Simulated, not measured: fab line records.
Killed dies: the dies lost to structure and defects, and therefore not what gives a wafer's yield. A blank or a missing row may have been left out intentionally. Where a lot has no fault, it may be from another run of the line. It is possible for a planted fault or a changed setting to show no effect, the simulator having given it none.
fab line records	flow nandHarc
record lots=10	wafers=30	lastDay=33
route steps=1302 shown A_CONTACT@1044 END@1302
lots that met no fault: taken from a fault-free run of the same line
startH: start of the lot's first displayed wafer, in hours after the record's first day	waitH: hours since the lot's step before	" unchanged from the row above	L1.1+2: several wafers, shown together as one row	- either no value or no given start	* or withheld: withheld	< > ~ a bound
route shown NAME@n: NAME is a module with steps in the file, n the number in the route of the first one	usual: the fault-free wafers' mean and standard deviation	same: alike in all rows	chamber/n: place in a boat	sites: per-site readings	_std_site: their standard deviation	_edge_site: outer sites' mean less inner sites'	radiusMm: how far each site lies from the wafer's centre	mask NAME#n: copy n	behind: the tool/chamber that last shaped the wafer	hold: reason for holding the lot/hours on hold/outcome of the hold	device: whichever transistor did not switch (one of n, p or np)	end of line: the same wafers' tests at the end of the route	a step without rows: its recipe alone	killed: dies lost to structure and defects at the first sort, not the wafer's yield	map: dies across one wafer; x = killed, . = not, _ = none there
set.NAME: the setting as run; set.NAME@STEP: as run at that earlier step	model.NAME: the simulator's own value behind a step, which no gauge read
steps of the route over a sample of lots; a table a step, a row a wafer
services: from which hour (startH, from the record's first day; less than 0 if before it) a tool's chamber was out of use, for how many hours, and why
## steps
# step NHARC_A_CONTACT_ETCH_76
# recipe targetDepthA=2600	overEtchFrac=0.3	timeS=475.3	ionEnergyEv=200	n2FlowSccm=150	h2FlowSccm=150	arFlowSccm=0	rfW=400	biasW=150	chemistry=N2/H2
# usual drypumpMotorCurrentA=5.7/0.43	oesProductAu=0.998/0.0098	rfFwdPowerW=399.3/1.1	rfVppV=430.7/2.9	showerheadPlenumPTorr=2.05/0.11	throttleValvePct=14.171/0.0086
lot.wafer	tool	chamber	startH	waitH	drypumpMotorCurrentA	oesProductAu	rfFwdPowerW	rfHoursCounterH	rfVppV	showerheadPlenumPTorr	throttleValvePct
L734.4	rieDiel-06	3	572.70	-	5.1	0.995	399.5	12	427.8	1.96	14.177
L734.2	"	1	"	"	5.2	1.008	398.9	11	427.6	1.95	14.173
L734.6	"	3	"	"	5.1	0.983	399.9	-	428.6	1.96	14.167
L739.1	rieDiel-02	2	593.77	-	6.0	1.015	398.9	3	427.8	1.95	14.163
L739.3	"	3	"	"	6.6	1.014	399.7	4	434.3	2.18	14.185
L739.5	"	2	"	"	6.0	1.014	399.4	-	427.5	1.95	14.168
L740.3	rieDiel-06	3	606.29	-	5.1	0.999	398.5	17	428.2	1.96	14.164
L740.1	"	1	"	"	5.3	0.994	398.0	17	428.6	1.95	14.160
L740.5	"	3	"	"	5.2	0.985	399.8	-	428.9	1.96	14.168
L741.3	rieDiel-09	2	625.00	-	5.2	0.996	399.6	41	435.5	2.16	14.177
L741.2	"	3	"	"	6.4	1.005	400.8	38	426.8	1.88	14.175
L741.6	"	3	"	"	6.4	1.004	401.8	-	425.7	1.88	14.188
L744.1	rieDiel-09	0	669.11	-	5.3	0.999	399.4	51	427.9	1.92	14.168
L744.3	"	2	"	"	5.3	1.005	398.0	57	434.3	2.15	14.187
L744.5	"	0	"	"	5.2	1.012	400.7	-	427.5	1.92	14.175
L748.4	rieDiel-09	0	685.51	-	5.2	1.005	399.5	0	428.2	1.92	14.173
L748.5	"	0	"	"	5.2	1.001	399.5	-	427.0	1.92	14.166
L748.6	"	1	"	"	5.8	1.003	400.8	-	432.5	2.14	14.158
L749.4	rieDiel-09	3	700.96	-	6.4	1.009	398.9	2	432.9	2.22	14.171
L749.1	"	1	"	"	5.7	0.991	399.6	3	432.1	2.13	14.176
L749.5	"	2	"	"	5.2	1.001	399.3	-	433.8	2.15	14.170
L750.4	rieDiel-06	1	703.98	-	5.2	0.977	398.7	4	428.3	1.94	14.176
L750.1	"	3	"	"	5.2	1.004	396.6	4	428.0	1.96	14.176
L750.5	"	0	"	"	5.8	0.984	402.5	-	433.2	2.21	14.179
L751.1	rieDiel-02	0	727.70	-	5.7	0.993	401.7	52	432.9	2.13	14.174
L751.3	"	1	"	"	6.1	1.015	400.7	47	428.0	2.00	14.164
L751.5	"	3	"	"	6.6	1.022	398.0	-	433.0	2.16	14.170
L753.3	rieDiel-06	1	730.84	-	5.2	0.974	399.4	6	428.1	1.94	14.167
L753.4	"	2	"	"	5.8	0.995	400.0	5	428.4	2.01	14.185
L753.1	"	3	"	"	5.1	1.008	399.0	6	427.2	1.96	14.169
# step NHARC_A_CONTACT_ETCH_133
# recipe sourceW=withheld	pressureMtorr=20	biasV=400	timeS=374	targetDepthA=16100	arFlowSccm=withheld	c4f8FlowSccm=11.5	o2FlowSccm=7.2	chemistry=C4F8/O2/Ar
lot.wafer	tool	chamber	startH	waitH	rfHoursCounterH
L734.2	harCapEtch-01	1	575.63	0.1	11
L734.4	"	0	"	"	-
L734.6	"	1	"	"	-
L739.1	harCapEtch-03	0	596.73	0.1	60
L739.3	"	1	"	"	-
L739.5	"	1	"	"	-
L740.1	harCapEtch-03	0	609.31	0.2	62
L740.3	"	1	"	"	-
L740.5	"	0	"	"	-
L741.2	harCapEtch-02	0	627.98	0.1	105
L741.3	"	0	"	"	-
L741.6	"	0	"	"	-
L744.1	harCapEtch-02	1	672.17	0.2	111
L744.3	"	0	"	"	-
L744.5	"	0	"	"	-
L748.4	harCapEtch-01	0	688.63	0.2	-
L748.6	"	0	"	"	-
L748.5	"	1	"	"	-
L749.1	harCapEtch-02	1	704.00	0.2	117
L749.4	"	1	"	"	-
L749.5	"	1	"	"	-
L750.1	harCapEtch-01	1	707.08	0.1	38
L750.4	"	0	"	"	-
L750.5	"	1	"	"	-
L751.1	harCapEtch-03	1	730.73	0.2	83
L751.3	"	0	"	"	-
L751.5	"	1	"	"	-
L753.1	harCapEtch-02	1	733.91	0.1	123
L753.4	"	1	"	"	-
L753.3	"	0	"	"	-
# step NHARC_A_CONTACT_ETCH_106
# recipe targetDepthA=900	overetchA=90	timeS=49.5	ionEnergyEv=100	cf4FlowSccm=80	o2FlowSccm=20	arFlowSccm=0	rfW=300	biasW=100	chemistry=CF4/O2
# usual drypumpMotorCurrentA=5.7/0.43	oesProductAu=1.003/0.01	rfFwdPowerW=296.3/1.5	rfVppV=197.8/1.6	showerheadPlenumPTorr=1.34/0.068	throttleValvePct=13.398/0.0094
lot.wafer	tool	chamber	startH	waitH	drypumpMotorCurrentA	oesProductAu	rfFwdPowerW	rfHoursCounterH	rfVppV	showerheadPlenumPTorr	throttleValvePct
L734.2	rieDiel-06	0	577.69	0.6	5.8	0.995	296.8	15	199.9	1.44	13.389
L734.4	"	1	"	"	5.2	1.018	297.7	13	197.2	1.28	13.404
L734.6	"	0	"	"	5.8	1.000	296.8	-	199.4	1.44	13.400
L739.3	rieDiel-06	0	598.04	0.1	5.8	1.000	297.5	19	199.0	1.44	13.391
L739.1	"	1	"	"	5.2	0.998	296.9	17	197.2	1.28	13.401
L739.5	"	2	"	"	5.7	0.992	296.9	-	198.1	1.32	13.386
L740.1	rieDiel-02	1	610.56	0.1	6.1	1.002	296.9	7	196.5	1.32	13.405
L740.3	"	2	"	"	6.0	1.005	293.3	7	197.5	1.28	13.408
L740.5	"	0	"	"	5.7	1.002	297.9	-	199.0	1.40	13.416
L741.2	rieDiel-09	2	629.30	0.1	5.2	1.000	296.3	42	199.0	1.41	13.398
L741.3	"	1	"	"	5.7	1.000	296.2	40	200.0	1.40	13.401
L741.6	"	3	"	"	6.4	0.993	293.5	-	197.0	1.23	13.389
L744.3	rieDiel-02	1	673.87	0.3	6.1	1.019	297.8	28	197.1	1.32	13.396
L744.1	"	3	"	"	6.5	1.031	295.6	32	198.2	1.42	13.411
L744.5	"	1	"	"	6.1	1.032	297.4	-	197.1	1.32	13.407
L748.4	rieDiel-09	2	689.79	0.1	5.2	1.005	297.2	2	198.8	1.41	13.407
L748.6	"	0	"	"	5.2	1.012	298.6	-	196.2	1.26	13.384
L748.5	"	1	"	"	5.8	0.997	296.3	-	198.1	1.39	13.391
L749.1	rieDiel-02	0	705.51	0.0	5.7	1.011	297.9	45	199.9	1.40	13.396
L749.4	"	1	"	"	6.1	1.023	298.5	40	197.3	1.31	13.401
L749.5	"	0	"	"	5.8	1.018	295.9	-	198.6	1.40	13.384
L750.1	rieDiel-02	1	708.38	0.1	6.1	1.016	297.6	40	197.6	1.31	13.384
L750.4	"	0	"	"	5.7	1.004	297.1	45	199.0	1.40	13.414
L750.5	"	2	"	"	6.0	1.003	295.0	-	196.5	1.27	13.396
L751.1	rieDiel-06	0	732.46	0.0	5.8	1.012	297.0	7	200.4	1.44	13.386
L751.3	"	2	"	"	5.7	1.001	295.4	7	198.9	1.32	13.398
L751.5	"	1	"	"	5.2	0.988	296.4	-	195.7	1.27	13.395
L753.3	rieDiel-06	1	735.25	0.0	5.2	0.981	296.4	8	197.2	1.27	13.395
L753.1	"	3	"	"	5.1	1.010	296.1	8	197.1	1.28	13.412
L753.4	"	0	"	"	5.8	0.996	296.3	8	199.5	1.44	13.402
# step NHARC_A_CONTACT_DESCUM_13
# recipe timeS=3	o2FlowSccm=200	arFlowSccm=0	biasPowerW=0	chemistry=O2
# usual drypumpMotorCurrentA=5.7/0.45	oesProductAu=1.002/0.011	rfVppV=57.7/0.99	showerheadPlenumPTorr=1.92/0.097	throttleValvePct=11.311/0.0085
# same biasPowerW=0
lot.wafer	tool	chamber	startH	waitH	hold	drypumpMotorCurrentA	oesProductAu	rfHoursCounterH	rfVppV	showerheadPlenumPTorr	throttleValvePct
L734.4	rieDiel-06	0	586.75	0.1	-	5.8	0.996	17	59.0	2.07	11.311
L734.2	"	2	"	"	-	5.8	0.994	14	58.1	1.89	11.321
L734.6	"	3	"	"	-	5.1	0.993	-	56.5	1.84	11.311
L739.1	rieDiel-09	0	601.32	0.1	-	5.2	1.005	31	58.2	1.81	11.322
L739.3	"	2	"	"	-	5.2	1.007	36	58.2	2.02	11.309
L739.5	"	1	"	"	-	5.8	0.988	-	57.6	2.01	11.315
L740.3	rieDiel-06	0	615.57	0.1	-	5.8	1.004	21	57.0	2.07	11.323
L740.1	"	1	"	"	-	5.2	0.994	19	57.5	1.83	11.298
L740.5	"	3	"	"	-	5.1	0.998	-	57.3	1.84	11.301
L741.2	rieDiel-09	2	637.31	0.1	-	5.2	1.001	47	58.4	2.02	11.316
L741.3	"	3	"	"	-	6.4	0.997	42	56.2	1.76	11.302
L741.6	"	2	"	"	-	5.2	0.993	-	57.4	2.02	11.310
L744.1	rieDiel-02	2	679.20	0.1	-	6.0	1.019	31	57.4	1.82	11.311
L744.3	"	3	"	"	-	6.6	1.026	35	58.0	2.03	11.307
L744.5	"	0	"	"	-	5.7	0.986	-	58.2	2.01	11.311
L748.4	rieDiel-02	3	701.26	5.9	awaitDispo/5.9h/release	6.6	1.021	40	58.5	2.03	11.315
L748.5	"	2	"	"	awaitDispo/5.9h/release	6.1	1.003	-	56.3	1.82	11.319
L748.6	"	3	"	"	awaitDispo/5.9h/release	6.6	1.025	-	58.6	2.03	11.318
L749.4	rieDiel-02	1	710.60	1.6	awaitDispo/1.6h/release	6.1	1.028	40	58.2	1.88	11.311
L749.1	"	3	"	"	awaitDispo/1.6h/release	6.5	1.022	44	57.4	2.03	11.317
L749.5	"	1	"	"	awaitDispo/1.6h/release	6.1	1.011	-	57.5	1.88	11.317
L750.4	rieDiel-09	1	711.57	0.1	-	5.7	0.998	8	59.2	2.00	11.305
L750.1	"	3	"	"	-	6.4	1.013	6	58.7	2.07	11.305
L750.5	"	1	"	"	-	5.7	1.002	-	57.0	2.00	11.310
L751.1	rieDiel-02	3	735.77	0.1	-	6.6	1.023	54	58.8	2.02	11.311
L751.3	"	1	"	"	-	6.1	1.022	52	58.3	1.88	11.314
L751.5	"	2	"	"	-	6.0	1.002	-	56.6	1.82	11.303
L753.4	rieDiel-06	3	738.61	0.1	-	5.1	1.015	8	57.5	1.84	11.309
L753.1	"	1	"	"	-	5.2	0.984	8	56.7	1.82	11.315
L753.3	"	2	"	"	-	5.7	1.011	8	57.0	1.88	11.319
# step NHARC_A_CONTACT_ETCH_136
# recipe sourceW=withheld	pressureMtorr=20	biasV=1200	timeS=311	targetDepthA=19120	arFlowSccm=withheld	c4f8FlowSccm=withheld	o2FlowSccm=withheld	chemistry=C4F8/O2/Ar
lot.wafer	tool	chamber	startH	waitH	rfHoursCounterH
L734.2	harCapEtch-02	0	588.38	0.2	98
L734.4	"	1	"	"	-
L734.6	"	1	"	"	-
L739.1	harCapEtch-02	1	603.03	0.2	101
L739.3	"	0	"	"	-
L739.5	"	0	"	"	-
L740.1	harCapEtch-02	1	617.21	0.2	102
L740.3	"	1	"	"	-
L740.5	"	1	"	"	-
L741.2	harCapEtch-03	1	639.04	0.2	67
L741.3	"	1	"	"	-
L741.6	"	1	"	"	-
L744.1	harCapEtch-03	0	682.03	0.2	74
L744.3	"	1	"	"	-
L744.5	"	0	"	"	-
L748.4	harCapEtch-03	0	703.20	0.3	-
L748.6	"	1	"	"	-
L748.5	"	0	"	"	-
L749.1	harCapEtch-03	0	712.18	0.2	79
L749.4	"	0	"	"	-
L749.5	"	0	"	"	-
L750.1	harCapEtch-02	0	713.21	0.2	118
L750.4	"	1	"	"	-
L750.5	"	0	"	"	-
L751.1	harCapEtch-02	0	737.57	0.3	124
L751.3	"	1	"	"	-
L751.5	"	0	"	"	-
L753.1	harCapEtch-01	0	740.24	0.2	45
L753.4	"	1	"	"	-
L753.3	"	0	"	"	-
# step NHARC_END_SORT_01
# recipe tempC=25
# usual killedAtArray=64/20	killedAtOther=0.7/1.1	killedAtPeriphery=3.6/2.7	killedDies=68/20	killedOpen=2.8/1.9	killedShort=2.3/1.5
# same grossDies=677
lot.wafer	tool	chamber	startH	waitH	killedAtArray	killedAtOther	killedAtPeriphery	killedDies	killedOpen	killedShort
L748.4	prober-02	0	773.60	3.4	125	0	2	127	0	0
L748.5	prober-02	0	774.40	3.7	113	1	13	127	4	4
L748.6	prober-02	0	775.21	4.0	130	0	8	138	7	0
L749.1	prober-01	0	776.04	2.5	144	0	4	148	3	5
L749.4	prober-01	0	778.46	3.4	138	1	9	148	6	3
L749.5	prober-01	0	779.27	3.7	104	0	6	110	1	3
# killed by level:class
L748.4 A_CONTACT:unspecified=76 A_SLIT:chamberFilmFlake=32 A_STAIRCASE:chamberFilmFlake=7 A_CHANNEL_HOLE_D1:chamberFilmFlake=4 A_CONTACT:chamberFilmFlake=4 P_ZERO_WELL:chamberFilmFlake=1 P_M1:chamberFilmFlake=1 A_ZERO_WELL:chamberFilmFlake=1
L748.5 A_CONTACT:unspecified=76 A_SLIT:chamberFilmFlake=16 A_STAIRCASE:chamberFilmFlake=10 P_M1:chamberFilmFlake=5 A_CHANNEL_HOLE_D1:chamberFilmFlake=4 A_CONTACT:chamberFilmFlake=3 P_CONTACT:geometricParticle:short=2 P_GATE:chamberFilmFlake=2
L748.6 A_CONTACT:unspecified=77 A_SLIT:chamberFilmFlake=25 A_CHANNEL_HOLE_D1:chamberFilmFlake=8 A_STAIRCASE:chamberFilmFlake=7 A_CONTACT:chamberFilmFlake=5 P_ZERO_WELL:chamberFilmFlake=4 A_CHANNEL_FILL_D2:geometricParticle:open=2 P_GATE:chamberFilmFlake=2
L749.1 A_CONTACT:unspecified=83 A_SLIT:chamberFilmFlake=32 A_CHANNEL_HOLE_D1:chamberFilmFlake=10 A_CHANNEL_FILL_D1:chamberFilmFlake=4 A_STAIRCASE:chamberFilmFlake=3 A_CONTACT:chamberFilmFlake=3 A_WL_FILL:geometricParticle:short=2 P_STI:geometricParticle:short=1
L749.4 A_CONTACT:unspecified=70 A_SLIT:chamberFilmFlake=32 A_CHANNEL_HOLE_D1:chamberFilmFlake=19 A_CONTACT:chamberFilmFlake=3 A_M0:geometricParticle:open=2 P_GATE:chamberFilmFlake=2 P_M0:chamberFilmFlake=2 A_CHANNEL_HOLE_D2:chamberFilmFlake=2
L749.5 A_CONTACT:unspecified=53 A_SLIT:chamberFilmFlake=29 A_CHANNEL_HOLE_D1:chamberFilmFlake=8 A_CONTACT:chamberFilmFlake=5 P_M0:chamberFilmFlake=4 A_STAIRCASE:chamberFilmFlake=3 P_M1:chamberFilmFlake=2 A_CHANNEL_HOLE_D1:geometricParticle:short=1
## services
tool	chamber	startH	hours	kind
harCapEtch-03	-	549.22	1.5	repair
rieDiel-06	2	550.43	13.4	repair
rieDiel-06	-	559.49	0.5	repair
rieDiel-06	0	572.58	-	clean
rieDiel-06	1	572.58	-	clean
rieDiel-06	2	572.58	-	clean
rieDiel-06	3	572.58	-	clean
rieDiel-02	-	572.90	9.0	pm
rieDiel-06	0	597.08	-	clean
rieDiel-06	1	597.08	-	clean
rieDiel-06	2	597.08	-	clean
rieDiel-06	3	597.08	-	clean
rieDiel-06	-	600.79	1.0	repair
rieDiel-06	0	621.63	-	clean
rieDiel-09	0	627.47	2.9	repair
rieDiel-02	-	642.04	1.2	repair
rieDiel-06	-	666.76	9.0	pm
rieDiel-09	-	674.21	9.0	pm
rieDiel-02	3	691.66	2.9	repair
rieDiel-02	-	707.07	0.2	repair
rieDiel-06	2	711.45	9.1	repair
rieDiel-09	1	720.68	1.7	repair
rieDiel-09	1	724.68	3.9	repair
harCapEtch-03	-	737.93	2.0	repair
## key
firstSign step=NHARC_END_SORT_01	reading=killedDies	direction=up	sigmas=3.3	usual=68	struck=133
effect step=NHARC_END_SORT_01	reading=killedAtArray	direction=up	sigmas=3.1	usual=64	struck=126
moreKillsBornAt NHARC_A_CONTACT_ETCH_76@rieDiel-09=432
metAt NHARC_A_CONTACT_ETCH_76
struckLots L748,L749
testerLeftOut L748,L749
notActingAt NHARC_A_CONTACT_ETCH_133,NHARC_A_CONTACT_ETCH_106,NHARC_A_CONTACT_ETCH_136
onsetBetween 669.11 685.51
fault kind=chamberParticleSource	tool=rieDiel-09	chamber=-	onsetH=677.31	steps=NHARC_A_CONTACT_ETCH_76	ratePerVisitCm2=0.74953	endH=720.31
# testerLeftOut: of these lots the tester's yield and bins aren't shown, on N5 and GAA mostly nor the transistor test; their killed dies are dies lost to structure and defects alone, not to doping, threshold or leakage, so they don't give the yield
